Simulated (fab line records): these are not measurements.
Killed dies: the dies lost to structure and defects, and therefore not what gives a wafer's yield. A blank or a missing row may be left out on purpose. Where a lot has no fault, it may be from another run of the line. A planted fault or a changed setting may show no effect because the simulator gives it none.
Lot-split experiment || flow n5-finfet || 21 wafers read from 7 lots, route of 1938 steps

== SPLIT DETAILS ==
At N5_BEOL_M4_ILD_DEP_00 (deposits SiOC from DEMS/O2, target thk 79 nm, time 15.3 s), the setting time-s was moved away from the recipe's 15.3 s on 5 of the 21 wafers read, by -11.9% to +14.6%. The other wafers ran this setting at the recipe's value.

No step appears in the file between the split and the reading.

== THE READING ==
M4_ILD_THK (nm), taken at N5_BEOL_M4_THK_MEAS_01. On this fab line, fault-free wafers typically give 79.2 nm with a standard deviation of 0.88 nm.

{"wafer": "L074.3", "tool, chamber at the split": "pecvd-01, 1", "time-s as run, s": 15.3, "against the recipe": "recipe", "M4_ILD_THK, nm": 79.0, "against lot-mates on the recipe": "-"}
{"wafer": "L074.5", "tool, chamber at the split": "pecvd-01, 1", "time-s as run, s": 15.3, "against the recipe": "recipe", "M4_ILD_THK, nm": 79.3, "against lot-mates on the recipe": "-"}
{"wafer": "L074.6", "tool, chamber at the split": "pecvd-01, 2", "time-s as run, s": 15.3, "against the recipe": "recipe", "M4_ILD_THK, nm": 80.5, "against lot-mates on the recipe": "-"}
{"wafer": "L076.2", "tool, chamber at the split": "pecvd-03, 2", "time-s as run, s": 15.3, "against the recipe": "recipe", "M4_ILD_THK, nm": 77.9, "against lot-mates on the recipe": "-"}
{"wafer": "L076.4", "tool, chamber at the split": "pecvd-03, 1", "time-s as run, s": 15.3, "against the recipe": "recipe", "M4_ILD_THK, nm": 79.1, "against lot-mates on the recipe": "-"}
{"wafer": "L076.5", "tool, chamber at the split": "pecvd-03, 2", "time-s as run, s": 17.54, "against the recipe": "+14.6%", "M4_ILD_THK, nm": 91.4, "against lot-mates on the recipe": "+12.9"}
{"wafer": "L088.1", "tool, chamber at the split": "pecvd-01, 1", "time-s as run, s": 15.3, "against the recipe": "recipe", "M4_ILD_THK, nm": 77.4, "against lot-mates on the recipe": "-"}
{"wafer": "L088.3", "tool, chamber at the split": "pecvd-01, 0", "time-s as run, s": 15.3, "against the recipe": "recipe", "M4_ILD_THK, nm": 78.8, "against lot-mates on the recipe": "-"}
{"wafer": "L088.6", "tool, chamber at the split": "pecvd-01, 1", "time-s as run, s": 15.3, "against the recipe": "recipe", "M4_ILD_THK, nm": 78.3, "against lot-mates on the recipe": "-"}
{"wafer": "L087.1", "tool, chamber at the split": "pecvd-01, 1", "time-s as run, s": 15.3, "against the recipe": "recipe", "M4_ILD_THK, nm": 78.9, "against lot-mates on the recipe": "-"}
{"wafer": "L087.5", "tool, chamber at the split": "pecvd-01, 0", "time-s as run, s": 13.5, "against the recipe": "-11.8%", "M4_ILD_THK, nm": 69.6, "against lot-mates on the recipe": -9.3}
{"wafer": "L087.6", "tool, chamber at the split": "pecvd-01, 2", "time-s as run, s": 15.3, "against the recipe": "recipe", "M4_ILD_THK, nm": 78.9, "against lot-mates on the recipe": "-"}
{"wafer": "L090.3", "tool, chamber at the split": "pecvd-03, 1", "time-s as run, s": 15.3, "against the recipe": "recipe", "M4_ILD_THK, nm": 79.3, "against lot-mates on the recipe": "-"}
{"wafer": "L090.4", "tool, chamber at the split": "pecvd-03, 0", "time-s as run, s": 15.3, "against the recipe": "recipe", "M4_ILD_THK, nm": 80.8, "against lot-mates on the recipe": "-"}
{"wafer": "L090.6", "tool, chamber at the split": "pecvd-03, 2", "time-s as run, s": 15.3, "against the recipe": "recipe", "M4_ILD_THK, nm": 80.6, "against lot-mates on the recipe": "-"}
{"wafer": "L092.3", "tool, chamber at the split": "pecvd-01, 0", "time-s as run, s": 15.94, "against the recipe": "+4.2%", "M4_ILD_THK, nm": 81.5, "against lot-mates on the recipe": "+2.0"}
{"wafer": "L092.5", "tool, chamber at the split": "pecvd-01, 2", "time-s as run, s": 15.94, "against the recipe": "+4.2%", "M4_ILD_THK, nm": 83.4, "against lot-mates on the recipe": "+3.9"}
{"wafer": "L092.6", "tool, chamber at the split": "pecvd-01, 0", "time-s as run, s": 15.3, "against the recipe": "recipe", "M4_ILD_THK, nm": 79.5, "against lot-mates on the recipe": "-"}
{"wafer": "L091.2", "tool, chamber at the split": "pecvd-02, 1", "time-s as run, s": 15.3, "against the recipe": "recipe", "M4_ILD_THK, nm": 78.1, "against lot-mates on the recipe": "-"}
{"wafer": "L091.3", "tool, chamber at the split": "pecvd-02, 1", "time-s as run, s": 15.3, "against the recipe": "recipe", "M4_ILD_THK, nm": 79.4, "against lot-mates on the recipe": "-"}
{"wafer": "L091.5", "tool, chamber at the split": "pecvd-02, 1", "time-s as run, s": 13.48, "against the recipe": "-11.9%", "M4_ILD_THK, nm": 69.8, "against lot-mates on the recipe": -9.0}

THE FIT
A straight line over all 21 wafers: M4_ILD_THK changes by +0.813 nm for each +1% of time-s; r = +0.98; the points scatter about the line by 0.91 nm.
The same after taking each lot's own level away (the mean of its wafers on the recipe; 21 wafers): +0.811 nm for each +1%; r = +0.99; scatter 0.68 nm.
The reading moves by 12 nm for the largest change in time-s, on that fit.
Measured against the standard deviation above, the lots' own levels, which go from 78.17 to 80.23 nm, span 2.3 times it.
The two slopes are in agreement: the lot-to-lot level therefore moves the slope only a little.
Check: for one of the wafers moved furthest among these (+14.6%), held out of the fit, the line's prediction against its lot-mates is +11.1 nm. It came out at +12.9 nm against them.

== ADDITIONAL SPLITS CARRIED BY THESE WAFERS ==
Note: prior to the reading, these wafers also went through further splits. Each is held against what the fit with the lots' levels taken away leaves over:
{"other split on the same wafers": "N5_BEOL_M0_TRENCH_ETCH_107 target-depth-a", "wafers away from the commonest value": 9, "r with M4_ILD_THK (lot level and that fit taken away)": -0.17}
{"other split on the same wafers": "N5_BEOL_M2_TRENCH_ETCH_37 bias-w", "wafers away from the commonest value": 5, "r with M4_ILD_THK (lot level and that fit taken away)": "+0.25"}
{"other split on the same wafers": "N5_BEOL_M3_COAT_05 spin-rpm", "wafers away from the commonest value": 5, "r with M4_ILD_THK (lot level and that fit taken away)": "+0.08"}
{"other split on the same wafers": "N5_BEOL_M3_EXPOSE_08 dose-mj", "wafers away from the commonest value": 7, "r with M4_ILD_THK (lot level and that fit taken away)": -0.03}

== THE WHOLE CHAIN: every reading that the file lists as answering this split, in the file's order ==
{"step": "N5_BEOL_M4_ILD_DEP_00", "what it does": "deposits SiOC from DEMS/O2, target thk 79 nm, time 15.3 s", "reading": "SiOC_of_BEOL_M4_ILD_DEP_00.thk-nm (the simulator's own value, which no gauge read)", "change (the file's fit)": "+0.813 nm for each +1% of the setting", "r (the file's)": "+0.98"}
{"step": "N5_BEOL_M4_THK_MEAS_01", "what it does": "", "reading": "M4_ILD_THK", "change (the file's fit)": "+0.816 for each +1% of the setting", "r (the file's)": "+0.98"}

== THE FILE'S OWN FIT ==
M4_ILD_THK changes by +0.816 nm for each +1% of time-s, r = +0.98.
